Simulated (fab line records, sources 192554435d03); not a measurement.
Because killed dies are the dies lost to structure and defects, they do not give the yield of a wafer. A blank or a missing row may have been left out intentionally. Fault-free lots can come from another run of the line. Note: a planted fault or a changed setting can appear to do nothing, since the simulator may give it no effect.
fab line records	flow n5-finfet
record: lots: 7	wafers: 39
route steps=1938 shown WELL_APT@55 FIN_SAQP@125 STI_FIN_REVEAL@190 DUMMY_GATE@246 HKMG_FIN@385 GATE_CUT@501 BEOL_M4@1111
start-h: hours from the record's first day to the start of the lot's first wafer shown	wait-h: hours since the lot's step before	" the same as in the row above	L1.1+2: a single row standing in for several wafers	- either no value or no given start	* or withheld: withheld	< > ~ a bound
route shown NAME@n: names a module that has steps shown in the file, with the first one's number in the route	usual: average and standard deviation across the fault-free wafers	same: alike in all rows	chamber/n: place in a boat	sites: each site's reading	_std_site: standard deviation of those values	_edge_site: inner sites' mean taken away from outer sites' mean	radius-mm: for every site, how far away it sits from the centre of the wafer	mask NAME#n: copy n	behind: the tool/chamber that last shaped the wafer	hold: what put the lot on hold/how long, in hours/how the hold closed	device: transistor that didn't switch, given as n, p or np	end of line: tests of these same wafers at the route's end	step lacking rows: just its recipe	killed: at the first sort, the dies lost to defects and structure; wafer yield is something else	map: a wafer's dies, marking killed ones x, the rest . and places with no die _
set.NAME: the setting the step ran with; set.NAME@STEP: the setting that earlier step ran with	model.NAME: the simulator's own value behind a step, which no gauge read
lots whose settings were changed on purpose; a table a step, a row a wafer
== steps ==
step: N5_WELL_APT_EPI_41
recipe: material: Si	target-thk-a: 500	temp-c: 650	precursor: SiH4/H2	pressure-torr: 20	time-s: 297.7
step: N5_FIN_SAQP_SPACER1_ALD_24
recipe: material: SiO2	target-thk-a: 203	temp-c: 300	ald-precursor-family: BDEAS	ald-co-reactant: O2-plasma	pulse-time-s: 1	purge-time-s: 2	co-reactant-purge-time-s: 2	ald-cycles: 218	pressure-torr: 2
step: N5_STI_FIN_REVEAL_ETCHBACK_08
recipe: chemistry: C4F6/O2	target: SiO2	target-depth-a: 305	time-s: 10.167	ion-energy-ev: 250	pressure-mtorr: 30	source-w: 345	bias-w: 185	Ar_flow_sccm: 300	C4F6_flow_sccm: 10	O2_flow_sccm: 10
step: N5_DUMMY_GATE_ETCH_32
recipe: chemistry: CF4	target: SiO2	target-depth-a: 35	time-s: 3.9	ion-energy-ev: 350	pressure-mtorr: 10	icp-w: 800	bias-w: 400	cf4-flow-sccm: 80
step: N5_DUMMY_GATE_ETCH_44
recipe: chemistry: HBr/O2	over-etch-frac: 0.7	target-depth-a: 1275	stop-on: SiO2	ion-energy-ev: 60	bias-w: 20	target: poly-Si	mask-material: SiO2	pressure-mtorr: 20	icp-w: 400	HBr_flow_sccm: 120	O2_flow_sccm: 10
step: N5_HKMG_FIN_IL_REGROW_00
recipe: material: SiO2	target-thk-a: 7.5	chemistry: O3	temp-c: withheld	time-s: 30
step: N5_HKMG_FIN_EXPOSE_46
recipe: mask-id: NDIPOLE	na: 1.35	source-shape: conventional	sigma-outer: 0.8	polarization: unpolarized	dose-mj: 40
step: N5_HKMG_FIN_EXPOSE_09
recipe: mask-id: NWFM	na: 1.35	source-shape: conventional	sigma-outer: 0.8	polarization: unpolarized	dose-mj: 39.25
step: N5_GATE_CUT_CUT_ETCH_54
recipe: chemistry: Cl2/BCl3	target: TiN	mask-material: SiO2	target-depth-a: 967	pressure-mtorr: 10	icp-w: 1000	bias-w: 126	Cl2_flow_sccm: 53.25	bcl3-flow-sccm: 21.75	Ar_flow_sccm: 25	ends: cleared
step: N5_BEOL_M4_RC_MEAS_101
usual: CJ_N: 4.32/0.099	ION_N: 671/16	ION_P: 461/10
lot.wafer	tool	chamber	start-h	wait-h	set.time-s@WELL_APT_EPI_41	set.temp-c@FIN_SAQP_SPACER1_ALD_24	set.target-depth-a@STI_FIN_REVEAL_ETCHBACK_08	set.time-s@DUMMY_GATE_ETCH_32	set.target-depth-a@DUMMY_GATE_ETCH_44	set.time-s@HKMG_FIN_IL_REGROW_00	set.dose-mj@HKMG_FIN_EXPOSE_46	set.dose-mj@HKMG_FIN_EXPOSE_09	set.icp-w@GATE_CUT_CUT_ETCH_54	CJ_N	ION_N[uA/um]	ION_P[uA/um]
L074.1	prober-01	0	178.63	0.0	290.1	300	305	3.9	1275	35.44	42.24	39.25	1000	4.33	665	454
L074.2	"	0	"	"	297.7	300	340.5	2.998	1328	35.44	42.24	39.25	1000	4.13	697	480
L074.3	"	0	"	"	297.7	286.7	305	3.9	1328	30	42.24	39.25	1064	4.14	645	451
L074.4	"	0	"	"	297.7	286.7	305	2.998	1275	35.44	40	39.25	1064	4.39	648	442
L074.5	"	0	"	"	290.1	286.7	340.5	2.998	1275	30	40	39.25	1064	4.28	700	490
L074.6	"	0	"	"	290.1	300	340.5	3.9	1328	30	40	39.25	1000	4.55	680	464
L075.1	prober-02	0	196.37	0.0	297.7	300	305	3.9	1275	30	40	39.25	1000	4.31	662	454
L075.2	"	0	"	"	297.7	300	305	3.9	1275	30	40	39.25	1000	4.33	666	459
L075.3	"	0	"	"	297.7	300	305	3.9	1275	30	40	39.25	1000	4.35	691	467
L076.1	prober-01	0	203.00	0.0	297.7	313.2	305	3.9	1275	30	40	36.15	1153	4.44	650	447
L076.2	"	0	"	"	297.7	313.2	343.6	3.9	1339	30	40	36.15	1000	4.35	724	495
L076.3	"	0	"	"	317.2	300	343.6	3.9	1275	30	37.51	39.25	1153	4.05	712	493
L076.4	"	0	"	"	297.7	300	305	3.9	1339	24.84	40	39.25	1000	4.46	657	453
L076.5	"	0	"	"	317.2	300	343.6	3.9	1339	24.84	37.51	39.25	1153	4.02	700	477
L076.6	"	0	"	"	317.2	313.2	305	3.9	1275	24.84	37.51	36.15	1000	4.02	673	465
L078.1	prober-02	0	209.09	0.0	297.7	300	331	2.979	1275	30	40	40.44	1090	4.20	705	486
L078.2	"	0	"	"	297.7	300	305	3.9	1275	30	40	39.25	1000	4.22	649	460
L078.3	"	0	"	"	297.7	300	331	2.979	1275	30	43.15	40.44	1000	4.33	668	464
L078.4	"	0	"	"	297.7	300	305	3.9	1275	30	43.15	40.44	1090	4.48	645	443
L078.5	"	0	"	"	297.7	300	331	3.9	1275	30	40	39.25	1000	4.35	679	468
L078.6	"	0	"	"	297.7	300	305	2.979	1275	30	43.15	39.25	1090	4.26	640	446
L085.1	prober-01	0	260.88	0.0	297.7	300	341.3	3.369	1275	30	37.7	39.25	1000	4.31	691	471
L085.2	"	0	"	"	283.2	312.9	305	3.9	1275	24.64	40	39.25	830.4	4.66	688	469
L085.3	"	0	"	"	297.7	312.9	341.3	3.9	1275	24.64	37.7	41.7	1000	4.37	702	479
L085.4	"	0	"	"	283.2	300	305	3.9	1275	30	37.7	41.7	830.4	4.64	666	446
L085.5	"	0	"	"	283.2	300	341.3	3.369	1275	24.64	40	41.7	830.4	4.61	682	478
L085.6	"	0	"	"	297.7	312.9	305	3.369	1275	30	40	39.25	1000	4.38	657	453
L092.1	prober-01	0	297.06	0.0	297.7	300	305	3.9	1275	30	38.19	39.25	1000	4.43	676	458
L092.2	"	0	"	"	297.7	300	305	3.9	1275	30	40	42.22	1000	4.31	658	455
L092.3	"	0	"	"	297.7	300	305	3.9	1275	26.9	40	39.25	1000	4.29	688	467
L092.4	"	0	"	"	297.7	300	305	3.9	1275	26.9	40	39.25	1000	4.43	678	462
L092.5	"	0	"	"	297.7	300	305	3.9	1275	30	38.19	42.22	1000	4.27	679	473
L092.6	"	0	"	"	297.7	300	305	3.9	1275	26.9	38.19	42.22	1000	4.29	658	454
L095.1	prober-02	0	318.22	0.0	316.3	300	288.2	3.9	1275	30	38.98	38.01	1000	3.97	634	437
L095.2	"	0	"	"	316.3	300	305	3.375	1275	30	38.98	39.25	811.3	3.85	640	442
L095.3	"	0	"	"	297.7	300	288.2	3.9	1186	27.4	38.98	38.01	1000	4.32	670	452
L095.4	"	0	"	"	316.3	293.2	288.2	3.375	1186	27.4	40	39.25	811.3	3.99	639	436
L095.5	"	0	"	"	297.7	293.2	305	3.375	1275	27.4	40	38.01	811.3	4.22	645	442
L095.6	"	0	"	"	297.7	293.2	305	3.9	1186	30	40	39.25	1000	4.34	657	452
== key ==
split: step: N5_WELL_APT_EPI_41	setting: time-s	stated-as: 297.7
response: step: N5_BEOL_M4_RC_MEAS_101	reading: CJ_N	slope: -0.0558	per: 1%	together-with: all	explained: 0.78
split: step: N5_FIN_SAQP_SPACER1_ALD_24	setting: temp-c	stated-as: 300
response none clear
split: step: N5_STI_FIN_REVEAL_ETCHBACK_08	setting: target-depth-a	stated-as: 305
response: step: N5_BEOL_M4_RC_MEAS_101	reading: ION_P	slope: +2.37	per: 1%	together-with: all	explained: 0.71
response: step: N5_BEOL_M4_RC_MEAS_101	reading: ION_N	slope: +3.43	per: 1%	together-with: all	explained: 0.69
split: step: N5_DUMMY_GATE_ETCH_32	setting: time-s	stated-as: 3.9
response none clear
split: step: N5_DUMMY_GATE_ETCH_44	setting: target-depth-a	stated-as: 1275
response none clear
split: step: N5_HKMG_FIN_IL_REGROW_00	setting: time-s	stated-as: 30
response none clear
split: step: N5_HKMG_FIN_EXPOSE_46	setting: dose-mj	stated-as: 40
response none clear
split: step: N5_HKMG_FIN_EXPOSE_09	setting: dose-mj	stated-as: 39.25
response none clear
split: step: N5_GATE_CUT_CUT_ETCH_54	setting: icp-w	stated-as: 1000
response none clear
